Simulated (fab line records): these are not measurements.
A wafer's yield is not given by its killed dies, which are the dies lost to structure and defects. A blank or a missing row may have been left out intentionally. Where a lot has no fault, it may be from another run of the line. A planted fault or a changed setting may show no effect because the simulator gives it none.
A single fault, viewed from 2 desks | flow nand harc | what lay behind the numbers comes last; until then each desk has only its own

## TOOL OWNER'S DESK, litho track-05
The tool's own readings at NHARC_P_ZERO_WELL_PEB_35 (peb time 85 s): means of the sampled wafers that have a number, for each lot that ran on this tool. A lot is out of limits, marked OUT, if its mean lies more than 4 standard deviations from the usual mean; the brackets give that distance.
Columns: A = heater power total W at NHARC_P_ZERO_WELL_PEB_35, usual 163.93 W; B = plate temp C at NHARC_P_ZERO_WELL_PEB_35, usual 117.97 C
lot  | first seen here | A                | B
L473 | day 2 00:05     | 163.97           | 118.15
L474 | day 2 09:46     | 163.86           | 117.80
L475 | day 2 19:53     | 163.88           | 118.10
L476 | day 3 06:01     | 164.09           | 117.96
L479 | day 4 12:25     | 163.87           | 117.95
L480 | day 4 22:09     | 163.90           | 118.00
L487 | day 7 20:04     | 166.91 (+11) OUT | 119.69 (+13) OUT
L488 | day 8 05:58     | 166.91 (+11) OUT | 119.70 (+13) OUT
L489 | day 8 16:43     | 166.90 (+11) OUT | 119.58 (+12) OUT
This desk finds L487, L488, L489 out of limits, L487 being first, at day 7 20:04 (heater power total W at NHARC_P_ZERO_WELL_PEB_35). L473, L474, L475, L476, L479, L480: within limits.

## FROM THE METROLOGY DESK
What the gauges read for every lot (on any tool): the sampled wafers with a number, averaged. A lot is out of limits, marked OUT, if its mean lies more than 4 standard deviations from the usual mean; the brackets give that distance.
Columns: A = cd nm at NHARC_P_ZERO_WELL_CD_MEAS_37, usual 719.5 nm; B = cd nm at NHARC_P_GATE_CD_MEAS_11, usual 1641.7 nm
lot  | first seen here | A     | B
L473 | day 2 00:10     | 718.7 | 1642.1
L474 | day 2 09:51     | 717.7 | 1642.5
L475 | day 2 19:58     | 718.2 | 1639.6
L476 | day 3 06:07     | 717.1 | 1641.8
L479 | day 4 12:31     | 717.9 | 1644.5
L480 | day 4 22:15     | 719.2 | 1641.9
L487 | day 7 20:10     | 719.0 | 1643.2
L488 | day 8 06:04     | 719.6 | 1639.3
L489 | day 8 16:48     | 718.7 | 1643.2
L490 | day 9 02:01     | 721.8 | 1640.6
L493 | day 10 08:16    | 720.5 | 1641.4
L494 | day 10 18:08    | 721.5 | 1644.1
L496 | day 11 14:13    | 718.8 | 1635.4
This desk's verdict: no lot among the 13 shows anything out of limits.

## BROUGHT TOGETHER
The tool owner's desk had the chance to raise an alarm at day 7 20:04 on L487, L488, L489.
At the metrology desk, nothing out of limits was observed.
The metrology desk holds a record of L487, L488, L489, inside its limits.
The lots listed all ran NHARC_P_ZERO_WELL_PEB_35 on litho track-05.

## WHAT WAS PUT IN BY THE SIMULATOR
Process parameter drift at NHARC_P_ZERO_WELL_PEB_35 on litho track-05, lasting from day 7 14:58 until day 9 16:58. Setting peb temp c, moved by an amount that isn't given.
Struck lots among those shown: L487, L488, L489.
Delay in hours, fault start to first out-of-limits reading, by desk: the tool owner's desk at 5.
